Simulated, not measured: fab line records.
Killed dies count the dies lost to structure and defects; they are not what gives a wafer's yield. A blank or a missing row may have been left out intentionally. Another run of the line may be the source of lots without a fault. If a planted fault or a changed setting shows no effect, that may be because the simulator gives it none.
Which of the tools did it?    flow n5Finfet    Sampling: 10 lots, 27 wafers, 2 of 1938 route steps

== WHAT THE GAUGES SHOWED, per wafer ==
N5_BEOL_M2_CD_MEAS_18: pitch 36 nm, target cd 18 nm.
lot   measured      on        cdNm (nm)
L871  day 6 23:57   cdSem-03  17.7 17.3 18.1
L872  day 7 01:30   cdSem-02  18.4 17.6 18.5
L876  day 8 10:31   cdSem-02  18.2 17.7 17.9
L879  day 8 18:56   cdSem-03  17.7 18.7
L881  day 9 18:30   cdSem-02  18.0 18.8
L882  day 10 09:48  cdSem-03  17.8 18.1 17.4
L886  day 10 16:41  cdSem-03  17.6 18.3
L887  day 10 21:23  cdSem-01  17.9 18.7 18.4
L888  day 11 04:53  cdSem-03  18.2 18.2 18.0
L891  day 11 16:26  cdSem-01  18.3 18.6 18.5

== TOOL THAT RAN EACH LOT (tool first, then ch and the chambers of the sampled wafers, then the start) ==
lot   N5_BEOL_M2_ILD_DEP_00
L871  pecvd-02 ch 1,2, day 6 21:34
L872  pecvd-04 ch 0,1, day 6 23:56
L876  pecvd-01 ch 0,1,2, day 8 08:41
L879  pecvd-02 ch 2, day 8 15:56
L881  pecvd-01 ch 1, day 9 17:23
L882  pecvd-01 ch 0,1, day 10 06:21
L886  pecvd-02 ch 0, day 10 14:41
L887  pecvd-04 ch 0,2, day 10 19:29
L888  pecvd-02 ch 0,1,2, day 11 02:55
L891  pecvd-01 ch 0,2, day 11 14:29
- N5_BEOL_M2_ILD_DEP_00: deposits SiOC from DEMS/O2, target thk 79 nm, time 15.3 s.

== THE ANSWER, worked out from the rows above alone ==
Rule: what is usual is taken from the lots themselves. The widest of any qualifying gaps counts: lots, ordered by their means at a reading, are off when they make up no more than a third of the lots, leave a main group of 4 or more, and stand apart from it by 3 or more times the standard deviation of that group's means. A main group whose means are all the same, to the digits that the tables above print for the reading, isn't used. A lot without any number at a reading at which 4 lots or more have one is off too. The other lots that the step has rows for count as sound.
Across all readings shown, no lot is off: no conclusion can be drawn from this.

== WHAT THE SIMULATOR HAD PUT IN ==
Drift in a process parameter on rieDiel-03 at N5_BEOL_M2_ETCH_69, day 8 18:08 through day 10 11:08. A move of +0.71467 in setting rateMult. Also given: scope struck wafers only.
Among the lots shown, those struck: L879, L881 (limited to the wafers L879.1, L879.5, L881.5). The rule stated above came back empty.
